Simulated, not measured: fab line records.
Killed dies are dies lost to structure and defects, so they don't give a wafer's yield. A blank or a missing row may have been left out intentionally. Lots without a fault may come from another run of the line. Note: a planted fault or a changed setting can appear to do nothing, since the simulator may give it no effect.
Which tool was responsible?    flow n5 finfet    6 lots, 18 wafers sampled, at 1 step of a route of 1938

WHAT THE GAUGES SHOWED, per wafer
N5_BEOL_M4_RC_MEAS_101.
lot   measured      on         IOFF_P (nA/um)
L961  day 10 05:23  prober-01  0.18 0.21 0.17
L964  day 10 10:26  prober-02  0.23 0.16 0.20
L962  day 10 11:23  prober-01  0.19 0.19 0.22
L967  day 10 15:55  prober-01  0.22 0.21 0.18
L969  day 11 14:42  prober-01  0.32 0.32 0.31
L972  day 12 23:00  prober-02  0.20 0.29 0.26

WHICH TOOL RAN EACH LOT (tool, then ch and the chambers of the sampled wafers, then the start)
No process step before these readings appears in the record.

THE ANSWER, worked out from the rows above alone
Rule: usual is defined by the lots themselves. The widest of any qualifying gaps counts: lots, ordered by their means at a reading, are off when they make up no more than a third of the lots, leave a main group of 4 or more, and stand apart from it by 3 or more times the standard deviation of that group's means. A main group is skipped when, at the precision printed for the reading in the tables above, its means are all equal. A lot without any number at a reading at which 4 lots or more have one is off too. Where the step has rows for the other lots, those lots are counted as sound.
Off: at N5_BEOL_M4_RC_MEAS_101 (IOFF_P), L969, L972. Mean 0.20 nA/um and standard deviation 0.0062 in the main group.
A tool fits if, at a process step before that reading, it ran every lot that is off, and no sound lot after the first of them. Gauges at N5_BEOL_M4_RC_MEAS_101: tried the same way as those tools. None of those tried fits.

WHAT THE SIMULATOR PUT IN
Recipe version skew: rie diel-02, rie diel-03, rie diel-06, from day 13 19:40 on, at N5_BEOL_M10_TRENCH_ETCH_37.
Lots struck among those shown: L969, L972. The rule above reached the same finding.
